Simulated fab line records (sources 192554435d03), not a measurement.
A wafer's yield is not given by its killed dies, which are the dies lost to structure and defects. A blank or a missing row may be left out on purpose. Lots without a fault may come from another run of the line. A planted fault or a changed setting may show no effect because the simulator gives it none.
Matching of chambers	flow n5_finfet	4 sister chambers for N5_BEOL_M2_ETCH_69 on rie_diel-04
The step etches SiARC in CF4, target depth 15.6 nm, time 26 s. 4 wafers are shown with their chamber, then 7 later ones without.

== WAFERS, EACH WITH ITS CHAMBER ==
wafer	chamber	drypump_motor_current_A (A)
L081.1	3	5.5
L085.2	1	5.4
L088.1	0	6.1
L088.3	2	4.8

== WAFERS MISSING THEIR CHAMBER ==
wafer	drypump_motor_current_A (A)
L088.6	4.7
L096.2	5.5
L096.4	4.7
L096.6	5.5
L097.2	5.4
L097.3	4.7
L097.5	5.4

== THE CHAMBER EACH PASSED THROUGH ==
wafer	from the rows above	in truth
L088.6	2	2
L096.2	can't be placed: 3 or 1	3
L096.4	2	2
L096.6	can't be placed: 3 or 1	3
L097.2	can't be placed: 1 or 3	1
L097.3	2	2
L097.5	can't be placed: 1 or 3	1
Placed correctly: 3 of 7. Cannot be placed on the basis of these rows: 4; the candidates contain the true chamber in 4. Placed wrongly: 0.
How it was worked out, from the rows above alone: a wafer's distance from a chamber is the root of the sum, over the readings, of the square of ((its reading less the chamber's mean) divided by the reading's scatter). If the next closest chamber is less than 2 further off than the closest, the wafer can't be placed; otherwise it belongs to the closest. For every chamber, the mean is computed from those of its wafers that are shown. The scatter (one wafer shown for each chamber): square how far every hidden wafer sits from the nearest shown wafer, average those squares and take the square root.
